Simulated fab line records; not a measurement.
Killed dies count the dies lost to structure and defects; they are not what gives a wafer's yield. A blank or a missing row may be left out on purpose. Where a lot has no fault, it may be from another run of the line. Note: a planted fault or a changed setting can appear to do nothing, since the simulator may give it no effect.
Matching of chambers -- flow n5 finfet -- N5_BEOL_M5_CURE_80 on uv cure-02: 3 sister chambers
The step cures SiCOH lowk, time 120 s. 3 wafers are shown with their chamber, then 9 later ones without.

== WAFERS, EACH WITH ITS CHAMBER ==
wafer,chamber,lamp power pct (%)
L074.5,2,52.36
L085.5,1,52.35
L087.6,0,52.29

== WAFERS WITH NO CHAMBER GIVEN ==
wafer,lamp power pct (%)
L089.1,52.31
L089.3,52.28
L089.6,52.43
L091.1,52.23
L091.3,52.38
L091.4,52.23
L096.1,52.29
L096.3,52.18
L096.4,52.23

== THE CHAMBER EACH PASSED THROUGH ==
wafer,from the rows above,in truth
L089.1,can't be placed: 0 or 1 or 2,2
L089.3,can't be placed: 0 or 1 or 2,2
L089.6,can't be placed: 2 or 1 or 0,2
L091.1,can't be placed: 0 or 1 or 2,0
L091.3,can't be placed: 2 or 1 or 0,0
L091.4,can't be placed: 0 or 1 or 2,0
L096.1,can't be placed: 0 or 1 or 2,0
L096.3,can't be placed: 0 or 1 or 2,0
L096.4,can't be placed: 0 or 1 or 2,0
Placed correctly: 0 of 9. Not placeable from these rows: 9 (in 9, the candidates include the true chamber). Wrongly placed: 0.
How it was worked out, from the rows above alone: a wafer's distance from a chamber is the root of the sum, over the readings, of the square of ((its reading less the chamber's mean) divided by the reading's scatter). The wafer belongs to the nearest chamber; if the next one is less than 2 further off, it can't be placed. For every chamber, the mean is computed from those of its wafers that are shown. The scatter: root of mean squared gap, hidden wafer to nearest shown wafer, with one shown wafer a chamber.
